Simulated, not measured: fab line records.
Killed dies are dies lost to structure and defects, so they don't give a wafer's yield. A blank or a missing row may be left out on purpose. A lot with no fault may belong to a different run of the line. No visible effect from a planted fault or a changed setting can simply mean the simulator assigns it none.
Matching of chambers | flow n5Finfet | aldHk-03 running N5_HKMG_FIN_ALD_75: 4 sister chambers
The step deposits Al2O3, target thk 1 nm, co reactant pulse time 1 s. 4 wafers are shown with their chamber, then 9 later ones without.

## WAFERS, EACH WITH ITS CHAMBER
wafer  | chamber | heaterPowerOuterW (W)
L086.3 | 1       | 77
L088.1 | 2       | 80
L089.2 | 0       | 87
L089.6 | 3       | 89

## WAFERS WITHOUT THEIR CHAMBER
wafer  | heaterPowerOuterW (W)
L093.1 | 89
L093.2 | 89
L093.5 | 74
L094.1 | 88
L094.3 | 81
L094.5 | 89
L097.2 | 89
L097.3 | 91
L097.5 | 91

## EACH ONE'S CHAMBER
wafer  | from the rows above     | in truth
L093.1 | can't be placed: 3 or 0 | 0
L093.2 | can't be placed: 3 or 0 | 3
L093.5 | 1                       | 1
L094.1 | can't be placed: 0 or 3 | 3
L094.3 | 2                       | 2
L094.5 | can't be placed: 3 or 0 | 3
L097.2 | can't be placed: 3 or 0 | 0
L097.3 | can't be placed: 3 or 0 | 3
L097.5 | can't be placed: 3 or 0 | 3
Correct placement for 2 of the 9. From these rows, 7 cannot be placed; in 7 the true chamber is one of the candidates. Wrongly placed: 0.
How it was worked out, from the rows above alone: a wafer's distance from a chamber is the root of the sum, over the readings, of the square of ((its reading less the chamber's mean) divided by the reading's scatter). The wafer belongs to the nearest chamber; if the next one is less than 2 further off, it can't be placed. For every chamber, the mean is computed from those of its wafers that are shown. The scatter: with one shown wafer a chamber, the root of the mean of the squares of how far each hidden wafer lies from its nearest shown one.
